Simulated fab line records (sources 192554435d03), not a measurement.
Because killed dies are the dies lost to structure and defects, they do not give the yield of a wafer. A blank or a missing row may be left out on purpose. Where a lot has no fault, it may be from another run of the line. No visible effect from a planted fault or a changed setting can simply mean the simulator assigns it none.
A struck lot beside a sound one    flow n5-finfet    37 out of 1938 route steps
Sound: these wafers, L463.1, L463.4, L463.6. Struck: wafer L459.4 (left out: L459.5, a lot-mate that was not struck); the cause follows at the end.
Per side, at each step with rows, come the tool, then ch with its chambers, and then its first start. Under that, the readings that differ: sound wafers    struck wafers    difference of the means    sigmas: that difference in standard deviations of wafers without a fault.
alike: same words and numbers on both sides, and readings whose means sit less than 2 such deviations apart. not compared: any withheld reading, any reading some wafer has no value for, any bound like >300 that may hide the same value, and any number with overlapping values for which the record gives no deviation.
The two part at a step that has a row with sigmas, a row that says differs or no value, or rows on one side only. Numbers that don't overlap but have no deviation are shown without sigmas and don't part them. A reading missing from all wafers of one side parts the sides only when that side holds two or more wafers.

first, 8 steps without rows for these wafers: N5_MOL_CONTACT_COAG_PRECLEAN_138 (cleans in alkaline clean, time 60 s); N5_MOL_CONTACT_COAG_SRD_139 (time 30 s); N5_MOL_CONTACT_COAG_PRE_CLEAN_121; N5_MOL_CONTACT_COAG_CVD_140 (deposits W, target thk 66.5 nm, time 215 s); N5_MOL_CONTACT_COAG_PRECLEAN_127 (cleans in DIW, time 57.5 s); N5_MOL_CONTACT_COAG_SRD_128 (dry time 32 s); N5_MOL_CONTACT_COAG_CMP_52 (polishes, stops on SiO2, t overpolish 1.5 s, target thk 66.5 nm); N5_MOL_CONTACT_COAG_ANNEAL_112 (time 1800 s).
N5_BEOL_M0_SAQP_PECVD_00: deposits SiCN from 3MS/NH3, target thk 8 nm, time 14 s.
  sound on pecvd-04 ch 0,1,2, day 9 18:33; struck on pecvd-01 ch 1, day 8 16:11
reading                                          sound    struck  difference  sigmas
model.SiCN_of_BEOL_M0_SAQP_PECVD_00.thk-nm (nm)  8 8 8.2  9.6     +1.5        
  alike: showerhead-plenum-p-Torr, throttle-valve-pct
  not compared: since-wet-clean-h
then, 25 steps without rows for these wafers: N5_BEOL_M0_SAQP_ILD_DEP_01 (deposits SiOC from DEMS/O2, target thk 45.419 nm, time 8.7 s); N5_BEOL_M0_SAQP_HM_DEP_02 (deposits TiN, target thk 12 nm); N5_BEOL_M0_SAQP_PECVD_03 (deposits SiCN from 3MS/NH3, target thk 12 nm, time 21.1 s); N5_BEOL_M0_SAQP_PECVD_96 (deposits a-Si from SiH4/He, target thk 45 nm, time 45.2 s); N5_BEOL_M0_SAQP_PECVD_97 (deposits SiNx from SiH4/NH3/N2, target thk 23 nm, time 19.9 s); N5_BEOL_M0_SAQP_PECVD_04 (deposits a-Si from SiH4/He, target thk 60 nm, time 60.2 s); N5_BEOL_M0_SAQP_HM_DEP_111 (deposits SiO2 from SiH4/N2O, target thk 12 nm, time 7.2 s); N5_BEOL_M0_SAQP_COAT_81 (time 60 s, resist thk 100 nm); N5_BEOL_M0_SAQP_COAT_82 (time 60 s, resist thk 30 nm); N5_BEOL_M0_SAQP_COAT_08 (resist thk 90 nm); N5_BEOL_M0_SAQP_EBR_10; N5_BEOL_M0_SAQP_SOFTBAKE_09 (time 60 s); N5_BEOL_M0_SAQP_EXPOSE_11 (exposes mask M0 CORE, target cd 42 nm); N5_BEOL_M0_SAQP_PEB_12 (peb time 60 s); N5_BEOL_M0_SAQP_DEVELOP_13 (develop time 30 s); N5_BEOL_M0_SAQP_DESCUM_19 (chemistry O2, time 7.9 s); N5_BEOL_M0_SAQP_ETCH_83 (etches SiARC in CF4, target depth 39 nm, time 65 s); N5_BEOL_M0_SAQP_ETCH_84 (etches SOC in N2/H2, target depth 100 nm, overetch 20 nm, time 150 s); N5_BEOL_M0_SAQP_STRIP_80 (strips in N2/H2); N5_BEOL_M0_SAQP_HM_OPEN_112 (chemistry CHF3/O2, target SiO2, stops on a-Si, target depth 12 nm, time 13.5 s); N5_BEOL_M0_SAQP_STRIP_113 (strips in CHF3/O2); N5_BEOL_M0_SAQP_MANDREL_ETCH_20 (etches a-Si in HBr/Cl2, stops on SiNx, target depth 60 nm, bt time 10 s, time 30 s); N5_BEOL_M0_SAQP_STRIP_86 (strips in N2/H2); N5_BEOL_M0_SAQP_STRIP_115 (strips in post etch residue remover, time 60 s); N5_BEOL_M0_SAQP_SRD_93 (time 30 s).
N5_BEOL_M0_ETCH_109: etches SiCN in CH3F/O2, target depth 8 nm, overetch 2.4 nm, time 27.4 s.
  sound on rie-diel-04 ch 0,1, day 10 05:50; struck on rie-diel-03 ch 0, day 9 03:14
reading                          sound              struck  difference  sigmas
showerhead-plenum-p-Torr (Torr)  2.14 2.08 2.14     1.97    -0.15       -2
model.etch.depth-nm (nm)         7.989 8.029 8.256  9.566   +1.475      
  alike: O2_flow_sccm, drypump-motor-current-A, oes-product-au, rf-vpp-V, throttle-valve-pct
  not compared: rf-hours-counter-h
-- a jump in the record: the struck wafers' starts before and after are 3 days apart (it breaks off in module BEOL_M0 and resumes in module BEOL_M4, where the first step shown is number 1111 of the route) --
N5_BEOL_M4_RC_MEAS_101:
  sound on prober-02 ch 0, day 12 17:56; struck on prober-01 ch 0, day 11 15:29
  alike: DIBL_N, DIBL_P, IOFF_N, IOFF_P, ION_N, ION_P, SS_N, SS_P, VT_N, VT_P
after that, 1 step had no rows for these wafers: N5_PASSIVATION_PROBE_49.

== WHERE THEY PART ==
At N5_BEOL_M0_ETCH_109 and nowhere else, as far as this record goes. Later steps at which nothing parts them and some readings are alike: N5_BEOL_M4_RC_MEAS_101.

WHY: the cause the simulator had injected
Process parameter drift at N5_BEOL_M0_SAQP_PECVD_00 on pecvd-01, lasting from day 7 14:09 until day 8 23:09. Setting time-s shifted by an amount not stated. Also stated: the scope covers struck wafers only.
